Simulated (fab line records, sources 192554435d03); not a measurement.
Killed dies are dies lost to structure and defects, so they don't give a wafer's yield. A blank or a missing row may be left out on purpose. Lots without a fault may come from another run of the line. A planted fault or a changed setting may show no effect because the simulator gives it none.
Chamber matching | flow n5_finfet | N5_BEOL_M6_STRIP_67 on rie_diel-01: 4 sister chambers
The step strips in CF4. 4 wafers are shown with their chamber, then 12 later ones without.

WAFERS WITH THEIR CHAMBER
wafer  | chamber | throttle_valve_pct (%)
L081.3 | 0       | 13.41
L083.2 | 3       | 13.75
L085.4 | 1       | 13.72
L085.5 | 2       | 13.44

WAFERS WITHOUT THEIR CHAMBER
wafer  | throttle_valve_pct (%)
L089.1 | 13.46
L089.2 | 13.70
L089.3 | 13.45
L089.4 | 13.77
L089.5 | 13.47
L089.6 | 13.73
L097.1 | 13.52
L097.2 | 13.82
L097.3 | 13.76
L097.4 | 13.47
L097.5 | 13.53
L097.6 | 13.81

WHICH CHAMBER EACH WENT THROUGH
wafer  | from the rows above     | in truth
L089.1 | can't be placed: 2 or 0 | 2
L089.2 | can't be placed: 1 or 3 | 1
L089.3 | can't be placed: 2 or 0 | 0
L089.4 | can't be placed: 3 or 1 | 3
L089.5 | can't be placed: 2 or 0 | 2
L089.6 | can't be placed: 1 or 3 | 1
L097.1 | can't be placed: 2 or 0 | 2
L097.2 | can't be placed: 3 or 1 | 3
L097.3 | can't be placed: 3 or 1 | 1
L097.4 | can't be placed: 2 or 0 | 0
L097.5 | can't be placed: 2 or 0 | 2
L097.6 | can't be placed: 3 or 1 | 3
Placed correctly: 0 of 12. Can't be placed from these rows: 12 (the true chamber is among the candidates in 12). Placed wrongly: 0.
How it was worked out, from the rows above alone: a wafer's distance from a chamber is the root of the sum, over the readings, of the square of ((its reading less the chamber's mean) divided by the reading's scatter). The wafer belongs to the nearest chamber; if the next one is less than 2 further off, it can't be placed. A chamber's mean is the mean of its shown wafers. The scatter: with one shown wafer a chamber, the root of the mean of the squares of how far each hidden wafer lies from its nearest shown one.
